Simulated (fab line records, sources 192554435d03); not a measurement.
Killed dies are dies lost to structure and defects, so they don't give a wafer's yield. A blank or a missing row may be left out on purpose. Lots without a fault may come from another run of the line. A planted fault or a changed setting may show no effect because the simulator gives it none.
Chamber matching | flow n5_finfet | N5_BEOL_M9_ETCH_65 on rie_diel-03: 4 sister chambers
The step etches SiARC in CF4, target depth 15.6 nm, time 26 s. 8 wafers are shown with their chamber, then 7 later ones without.

WAFERS WITH THEIR CHAMBER
wafer  | chamber | drypump_motor_current_A (A) | throttle_valve_pct (%)
L075.1 | 2       | 5.3                         | 15.23
L084.4 | 3       | 6.4                         | 15.73
L084.6 | 2       | 5.3                         | 15.25
L090.1 | 0       | 5.1                         | 15.88
L090.3 | 1       | 5.4                         | 15.64
L090.6 | 1       | 5.4                         | 15.63
L089.1 | 3       | 6.3                         | 15.75
L089.5 | 0       | 5.1                         | 15.89

WAFERS WITHOUT THEIR CHAMBER
wafer  | drypump_motor_current_A (A) | throttle_valve_pct (%)
L089.6 | 5.4                         | 15.64
L088.1 | 5.4                         | 15.63
L088.4 | 5.4                         | 15.63
L088.5 | 6.3                         | 15.76
L091.1 | 5.4                         | 15.67
L091.2 | 6.4                         | 15.80
L091.4 | 5.4                         | 15.66

WHICH CHAMBER EACH WENT THROUGH
wafer  | from the rows above | in truth
L089.6 | 1                   | 1
L088.1 | 1                   | 1
L088.4 | 1                   | 1
L088.5 | 3                   | 3
L091.1 | 1                   | 1
L091.2 | 3                   | 3
L091.4 | 1                   | 1
Placed correctly: 7 of 7. Can't be placed from these rows: 0. Placed wrongly: 0.
How it was worked out, from the rows above alone: a wafer's distance from a chamber is the root of the sum, over the readings, of the square of ((its reading less the chamber's mean) divided by the reading's scatter). The wafer belongs to the nearest chamber; if the next one is less than 2 further off, it can't be placed. A chamber's mean is the mean of its shown wafers. The scatter: the root of (the sum of the squares of (reading less its chamber's mean) over the shown wafers, divided by (wafers less chambers)).
